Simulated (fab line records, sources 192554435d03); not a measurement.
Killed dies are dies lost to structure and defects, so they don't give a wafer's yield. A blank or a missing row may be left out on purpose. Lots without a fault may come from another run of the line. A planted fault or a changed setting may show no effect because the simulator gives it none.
Which tool did it? | flow n5_finfet | 24 lots, 72 wafers sampled, at 6 steps of a route of 1938

WHAT THE GAUGES READ, wafer by wafer
The record holds no reading of a measuring or inspecting step that can be judged against a usual standard deviation.

WHICH TOOL RAN EACH LOT (tool, then ch and the chambers of the sampled wafers, then the start)
lot  | N5_BEOL_M0_ANNEAL_135        | N5_BEOL_M1_ETCH_64                 | N5_BEOL_M1_ALD_84                   | N5_BEOL_M1_SPUTTER_48        | N5_BEOL_M1_ANNEAL_91         | N5_BEOL_M1_SPUTTER_92
L074 | pvd_sputter-02, day 5 22:17  | rie_diel-06 ch 1,3, day 6 00:39    | ald_metal-03 ch 0,1,3, day 6 03:55  | pvd_sputter-03, day 6 04:28  | pvd_sputter-03, day 6 05:38  | pvd_sputter-03, day 6 05:47
L075 | pvd_sputter-03, day 6 07:27  | rie_diel-05 ch 0,3, day 6 12:22    | ald_metal-03 ch 0,2, day 6 16:52    | pvd_sputter-03, day 6 17:26  | pvd_sputter-03, day 6 20:26  | pvd_sputter-03, day 6 20:34
L076 | pvd_sputter-02, day 6 12:54  | rie_diel-05 ch 1,2, day 6 16:50    | ald_metal-01 ch 1,2, day 7 04:18    | pvd_sputter-01, day 7 04:48  | pvd_sputter-01, day 7 05:59  | pvd_sputter-01, day 7 06:07
L077 | pvd_sputter-03, day 6 23:29  | rie_diel-05 ch 0,1,2, day 7 01:45  | ald_metal-02 ch 0,1,3, day 7 05:17  | pvd_sputter-02, day 7 07:28  | pvd_sputter-02, day 7 08:38  | pvd_sputter-02, day 7 08:47
L078 | pvd_sputter-01, day 7 01:55  | rie_diel-03 ch 2,3, day 7 05:20    | ald_metal-02 ch 1,2, day 7 15:01    | pvd_sputter-02, day 7 16:12  | pvd_sputter-02, day 7 17:23  | pvd_sputter-02, day 7 17:31
L079 | pvd_sputter-01, day 7 09:30  | rie_diel-05 ch 2,3, day 7 13:56    | ald_metal-01 ch 0,2,3, day 8 07:42  | pvd_sputter-01, day 8 08:28  | pvd_sputter-01, day 8 09:38  | pvd_sputter-01, day 8 09:47
L080 | pvd_sputter-01, day 7 16:53  | rie_diel-06 ch 0,1,3, day 7 20:58  | ald_metal-03 ch 1,2,3, day 8 07:56  | pvd_sputter-03, day 8 08:51  | pvd_sputter-03, day 8 10:02  | pvd_sputter-03, day 8 10:10
L081 | pvd_sputter-03, day 7 20:51  | rie_diel-03 ch 1,3, day 8 01:29    | ald_metal-01 ch 0,1, day 8 07:58    | pvd_sputter-02, day 8 09:35  | pvd_sputter-02, day 8 10:46  | pvd_sputter-02, day 8 10:54
L082 | pvd_sputter-02, day 7 22:23  | rie_diel-05 ch 1,2,3, day 8 01:52  | ald_metal-03 ch 0,1, day 8 11:32    | pvd_sputter-02, day 8 12:19  | pvd_sputter-02, day 8 13:30  | pvd_sputter-02, day 8 13:38
L083 | pvd_sputter-02, day 8 06:07  | rie_diel-06 ch 0,3, day 8 08:44    | ald_metal-03 ch 0,1,3, day 8 14:48  | pvd_sputter-01, day 8 15:23  | pvd_sputter-01, day 8 16:34  | pvd_sputter-01, day 8 16:42
L084 | pvd_sputter-01, day 8 14:13  | rie_diel-05 ch 1,2,3, day 8 18:07  | ald_metal-01 ch 0,3, day 9 00:42    | pvd_sputter-01, day 9 01:21  | pvd_sputter-01, day 9 02:32  | pvd_sputter-01, day 9 02:40
L085 | pvd_sputter-02, day 8 20:18  | rie_diel-06 ch 1,2,3, day 9 00:41  | ald_metal-03 ch 0,2,3, day 9 02:35  | pvd_sputter-01, day 9 03:39  | pvd_sputter-01, day 9 04:50  | pvd_sputter-01, day 9 04:58
L086 | pvd_sputter-03, day 9 02:10  | rie_diel-03 ch 0,2,3, day 9 05:38  | ald_metal-01 ch 1,2,3, day 9 17:19  | pvd_sputter-01, day 9 17:59  | pvd_sputter-01, day 9 19:10  | pvd_sputter-01, day 9 19:19
L087 | pvd_sputter-03, day 9 07:32  | rie_diel-03 ch 0,1,3, day 9 10:13  | ald_metal-01 ch 1,2,3, day 9 18:27  | pvd_sputter-01, day 9 19:50  | pvd_sputter-01, day 9 21:01  | pvd_sputter-01, day 9 21:09
L088 | pvd_sputter-01, day 9 13:15  | rie_diel-05 ch 0,1, day 9 15:29    | ald_metal-02 ch 0,1, day 9 22:18    | pvd_sputter-03, day 10 00:28 | pvd_sputter-03, day 10 01:38 | pvd_sputter-03, day 10 01:47
L089 | pvd_sputter-01, day 9 15:32  | rie_diel-03 ch 1,2,3, day 9 18:44  | ald_metal-01 ch 1,2,3, day 10 02:53 | pvd_sputter-03, day 10 04:34 | pvd_sputter-03, day 10 05:44 | pvd_sputter-03, day 10 05:53
L090 | pvd_sputter-01, day 9 22:31  | rie_diel-03 ch 1,2,3, day 10 01:53 | ald_metal-01 ch 1,2,3, day 10 05:26 | pvd_sputter-01, day 10 05:59 | pvd_sputter-01, day 10 07:10 | pvd_sputter-01, day 10 07:18
L093 | pvd_sputter-01, day 10 15:45 | rie_diel-05 ch 0,2, day 10 18:43   | ald_metal-02 ch 1,2,3, day 10 21:55 | pvd_sputter-02, day 10 22:39 | pvd_sputter-02, day 10 23:50 | pvd_sputter-02, day 10 23:58
L091 | pvd_sputter-02, day 10 18:07 | rie_diel-06 ch 2,3, day 10 22:00   | ald_metal-02 ch 1,2, day 11 06:17   | pvd_sputter-02, day 11 06:51 | pvd_sputter-02, day 11 08:02 | pvd_sputter-02, day 11 08:10
L094 | pvd_sputter-02, day 11 01:09 | rie_diel-05 ch 0,2, day 11 04:40   | ald_metal-02 ch 1,2, day 11 06:53   | pvd_sputter-02, day 11 08:59 | pvd_sputter-02, day 11 10:10 | pvd_sputter-02, day 11 10:19
L092 | pvd_sputter-02, day 11 04:07 | rie_diel-05 ch 1,2, day 11 07:04   | ald_metal-02 ch 1,3, day 11 19:41   | pvd_sputter-03, day 11 20:28 | pvd_sputter-03, day 11 21:38 | pvd_sputter-03, day 11 21:47
L095 | pvd_sputter-03, day 11 05:53 | rie_diel-06 ch 0,2,3, day 11 10:41 | ald_metal-03 ch 2,3, day 11 19:26   | pvd_sputter-01, day 11 20:13 | pvd_sputter-01, day 11 21:23 | pvd_sputter-01, day 11 21:32
L096 | pvd_sputter-02, day 11 11:43 | rie_diel-03 ch 0,3, day 11 14:55   | ald_metal-03 ch 2,3, day 11 22:23   | pvd_sputter-01, day 11 22:53 | pvd_sputter-01, day 12 00:04 | pvd_sputter-01, day 12 00:12
L097 | pvd_sputter-01, day 11 18:47 | rie_diel-03 ch 0,3, day 11 22:59   | ald_metal-01 ch 0,3, day 12 02:23   | pvd_sputter-01, day 12 03:37 | pvd_sputter-01, day 12 04:48 | pvd_sputter-01, day 12 04:56
- N5_BEOL_M0_ANNEAL_135: time 60 s.
- N5_BEOL_M1_ETCH_64: etches SOC in N2/H2, target depth 75 nm, overetch 15 nm, time 112.5 s.
- N5_BEOL_M1_ALD_84: deposits TaN, pulse time 2 s, purge time 3 s, co reactant purge time 2 s.
- N5_BEOL_M1_SPUTTER_48: material Cu, target thk 4.5 nm, time 8.29 s.
- N5_BEOL_M1_ANNEAL_91: time 240 s.
- N5_BEOL_M1_SPUTTER_92: material Cu, target thk 4.5 nm, time 8.29 s.

WHAT THE TOOLS THEMSELVES READ (means of the sampled wafers that have a number; where no wafer has one, the mark that the record gives instead)
N5_BEOL_M0_ANNEAL_135.
lot  | tool           | heater_power_w (W)
L074 | pvd_sputter-02 | 804
L075 | pvd_sputter-03 | 809
L076 | pvd_sputter-02 | 779
L077 | pvd_sputter-03 | 918
L078 | pvd_sputter-01 | 810
L079 | pvd_sputter-01 | 803
L080 | pvd_sputter-01 | 811
L081 | pvd_sputter-03 | 847
L082 | pvd_sputter-02 | 805
L083 | pvd_sputter-02 | 801
L084 | pvd_sputter-01 | 787
L085 | pvd_sputter-02 | 818
L086 | pvd_sputter-03 | 802
L087 | pvd_sputter-03 | 881
L088 | pvd_sputter-01 | 859
L089 | pvd_sputter-01 | 796
L090 | pvd_sputter-01 | 824
L093 | pvd_sputter-01 | 801
L091 | pvd_sputter-02 | 787
L094 | pvd_sputter-02 | 796
L092 | pvd_sputter-02 | 800
L095 | pvd_sputter-03 | 852
L096 | pvd_sputter-02 | 717
L097 | pvd_sputter-01 | 848

N5_BEOL_M1_ETCH_64.
lot  | tool        | drypump_motor_current_A (A) | n2_flow_sccm (sccm) | oes_product_au (a.u.) | rf_vpp_V (V) | showerhead_plenum_p_Torr (Torr) | temp_c (C) | throttle_valve_pct (%)
L074 | rie_diel-06 | 5.71                        | 199.8               | 0.68                  | 523.2        | 2.53                            | 39.96      | 17.5
L075 | rie_diel-05 | 5.62                        | 199.8               | 0.60                  | 525.5        | 2.60                            | 40.07      | 17.7
L076 | rie_diel-05 | 6.00                        | 200.2               | 0.56                  | 523.1        | 2.50                            | 39.89      | 18.2
L077 | rie_diel-05 | 5.87                        | 200.3               | 0.56                  | 524.7        | 2.56                            | 39.99      | 18.0
L078 | rie_diel-03 | 5.63                        | 200.5               | 0.68                  | 525.9        | 2.63                            | 39.95      | 17.6
L079 | rie_diel-05 | 5.76                        | 200.3               | 0.67                  | 524.4        | 2.53                            | 40.11      | 17.8
L080 | rie_diel-06 | 5.79                        | 199.6               | 0.62                  | 524.5        | 2.54                            | 40.01      | 17.7
L081 | rie_diel-03 | 6.05                        | 199.8               | 0.60                  | 524.6        | 2.59                            | 39.89      | 17.7
L082 | rie_diel-05 | 5.88                        | 200.0               | 0.61                  | 523.6        | 2.55                            | 40.10      | 18.0
L083 | rie_diel-06 | 5.95                        | 199.9               | 0.64                  | 522.5        | 2.48                            | 40.11      | 17.5
L084 | rie_diel-05 | 5.87                        | 200.7               | 0.60                  | 522.8        | 2.55                            | 40.02      | 18.0
L085 | rie_diel-06 | 5.70                        | 199.7               | 0.61                  | 525.4        | 2.55                            | 39.96      | 17.8
L086 | rie_diel-03 | 5.60                        | 199.2               | 0.67                  | 525.6        | 2.59                            | 40.02      | 17.8
L087 | rie_diel-03 | 5.82                        | 200.5               | 0.64                  | 524.6        | 2.57                            | 39.92      | 17.8
L088 | rie_diel-05 | 5.83                        | 199.7               | 0.61                  | 525.4        | 2.61                            | 40.07      | 17.9
L089 | rie_diel-03 | 5.84                        | 199.8               | 0.63                  | 525.8        | 2.60                            | 39.94      | 17.7
L090 | rie_diel-03 | 5.83                        | 199.4               | 0.63                  | 525.1        | 2.60                            | 39.97      | 17.7
L093 | rie_diel-05 | 5.93                        | 200.1               | 0.61                  | 521.9        | 2.48                            | 40.00      | 17.9
L091 | rie_diel-06 | 5.85                        | 199.8               | 0.61                  | 522.6        | 2.51                            | 40.00      | 17.9
L094 | rie_diel-05 | 5.74                        | 199.8               | 0.65                  | 523.8        | 2.54                            | 40.10      | 17.6
L092 | rie_diel-05 | 5.99                        | 199.9               | 0.55                  | 521.5        | 2.49                            | 40.05      | 18.2
L095 | rie_diel-06 | 5.94                        | 199.9               | 0.60                  | 522.9        | 2.50                            | 39.97      | 17.8
L096 | rie_diel-03 | 5.56                        | 200.9               | 0.66                  | 522.8        | 2.56                            | 40.06      | 18.0
L097 | rie_diel-03 | 5.51                        | 199.6               | 0.63                  | 522.0        | 2.51                            | 40.04      | 18.0

N5_BEOL_M1_ALD_84.
lot  | tool         | heater_power_w (W) | mfc_carrier_sccm (sccm)
L074 | ald_metal-03 | 371                | 1501
L075 | ald_metal-03 | 406                | 1499
L076 | ald_metal-01 | 387                | 1497
L077 | ald_metal-02 | 425                | 1501
L078 | ald_metal-02 | 372                | 1503
L079 | ald_metal-01 | 434                | 1500
L080 | ald_metal-03 | 397                | 1506
L081 | ald_metal-01 | 415                | 1502
L082 | ald_metal-03 | 381                | 1501
L083 | ald_metal-03 | 377                | 1497
L084 | ald_metal-01 | 462                | 1504
L085 | ald_metal-03 | 387                | 1504
L086 | ald_metal-01 | 413                | 1502
L087 | ald_metal-01 | 405                | 1499
L088 | ald_metal-02 | 420                | 1501
L089 | ald_metal-01 | 407                | 1500
L090 | ald_metal-01 | 410                | 1503
L093 | ald_metal-02 | 394                | 1501
L091 | ald_metal-02 | 372                | 1501
L094 | ald_metal-02 | 372                | 1493
L092 | ald_metal-02 | 412                | 1499
L095 | ald_metal-03 | 392                | 1502
L096 | ald_metal-03 | 405                | 1497
L097 | ald_metal-01 | 460                | 1503

N5_BEOL_M1_SPUTTER_48.
lot  | tool           | chuck_sensor_temp_C (C) | throttle_valve_pct (%)
L074 | pvd_sputter-03 | -15.8                   | 30.1
L075 | pvd_sputter-03 | -15.9                   | 29.7
L076 | pvd_sputter-01 | -15.7                   | 30.2
L077 | pvd_sputter-02 | -15.6                   | 31.3
L078 | pvd_sputter-02 | -15.8                   | 29.7
L079 | pvd_sputter-01 | -15.3                   | 29.5
L080 | pvd_sputter-03 | -15.9                   | 29.7
L081 | pvd_sputter-02 | -16.0                   | 31.2
L082 | pvd_sputter-02 | -15.5                   | 30.2
L083 | pvd_sputter-01 | -16.2                   | 30.5
L084 | pvd_sputter-01 | -16.0                   | 29.5
L085 | pvd_sputter-01 | -15.9                   | 30.1
L086 | pvd_sputter-01 | -15.7                   | 30.1
L087 | pvd_sputter-01 | -15.5                   | 30.5
L088 | pvd_sputter-03 | -15.7                   | 29.5
L089 | pvd_sputter-03 | -16.1                   | 29.3
L090 | pvd_sputter-01 | -15.9                   | 31.1
L093 | pvd_sputter-02 | -15.8                   | 30.1
L091 | pvd_sputter-02 | -16.2                   | 30.5
L094 | pvd_sputter-02 | -15.7                   | 30.7
L092 | pvd_sputter-03 | -16.4                   | 28.7
L095 | pvd_sputter-01 | -15.7                   | 30.8
L096 | pvd_sputter-01 | -15.9                   | 31.0
L097 | pvd_sputter-01 | -15.8                   | 30.1

N5_BEOL_M1_ANNEAL_91.
lot  | tool           | heater_power_w (W)
L074 | pvd_sputter-03 | 848
L075 | pvd_sputter-03 | 897
L076 | pvd_sputter-01 | 838
L077 | pvd_sputter-02 | 808
L078 | pvd_sputter-02 | 828
L079 | pvd_sputter-01 | 831
L080 | pvd_sputter-03 | 891
L081 | pvd_sputter-02 | 835
L082 | pvd_sputter-02 | 814
L083 | pvd_sputter-01 | 844
L084 | pvd_sputter-01 | 790
L085 | pvd_sputter-01 | 813
L086 | pvd_sputter-01 | 852
L087 | pvd_sputter-01 | 817
L088 | pvd_sputter-03 | 764
L089 | pvd_sputter-03 | 851
L090 | pvd_sputter-01 | 841
L093 | pvd_sputter-02 | 744
L091 | pvd_sputter-02 | 805
L094 | pvd_sputter-02 | 736
L092 | pvd_sputter-03 | 861
L095 | pvd_sputter-01 | 871
L096 | pvd_sputter-01 | 835
L097 | pvd_sputter-01 | 837

N5_BEOL_M1_SPUTTER_92.
lot  | tool           | chuck_sensor_temp_C (C) | throttle_valve_pct (%)
L074 | pvd_sputter-03 | -15.9                   | 29.9
L075 | pvd_sputter-03 | -15.9                   | 29.7
L076 | pvd_sputter-01 | -15.7                   | 30.2
L077 | pvd_sputter-02 | -15.7                   | 31.4
L078 | pvd_sputter-02 | -15.8                   | 29.7
L079 | pvd_sputter-01 | -15.3                   | 29.5
L080 | pvd_sputter-03 | -15.8                   | 29.7
L081 | pvd_sputter-02 | -16.0                   | 31.1
L082 | pvd_sputter-02 | -15.6                   | 30.1
L083 | pvd_sputter-01 | -16.1                   | 30.5
L084 | pvd_sputter-01 | -15.9                   | 29.6
L085 | pvd_sputter-01 | -16.0                   | 30.3
L086 | pvd_sputter-01 | -15.7                   | 30.0
L087 | pvd_sputter-01 | -15.5                   | 30.3
L088 | pvd_sputter-03 | -15.7                   | 29.6
L089 | pvd_sputter-03 | -16.1                   | 29.3
L090 | pvd_sputter-01 | -16.0                   | 31.1
L093 | pvd_sputter-02 | -15.8                   | 29.9
L091 | pvd_sputter-02 | -16.1                   | 30.5
L094 | pvd_sputter-02 | -15.7                   | 30.9
L092 | pvd_sputter-03 | -16.5                   | 28.5
L095 | pvd_sputter-01 | -15.8                   | 30.8
L096 | pvd_sputter-01 | -16.0                   | 31.0
L097 | pvd_sputter-01 | -15.7                   | 30.1

THE ANSWER, worked out from the rows above alone
Rule: what is usual is taken from the lots themselves. Put in order of their means at a reading, lots are off if they are a third of the lots or fewer, leave a main group of 4 or more, and stand apart from it by a gap of 3 or more times the standard deviation of the main group's means; of several such gaps the widest counts. A main group whose means are all the same, to the digits that the tables above print for the reading, isn't used. A lot without any number at a reading at which 4 lots or more have one is off too. The other lots that the step has rows for count as sound. The gauges are gone through in route order, then the tools' own readings, and for those a lot's mean is taken as printed above. The first step at which some lot is off is used, and at that step the reading that is off furthest; a lot without a number counts as furthest.
No lot is off at any reading shown: from this, nothing can be told.

WHAT THE SIMULATOR HAD PUT IN
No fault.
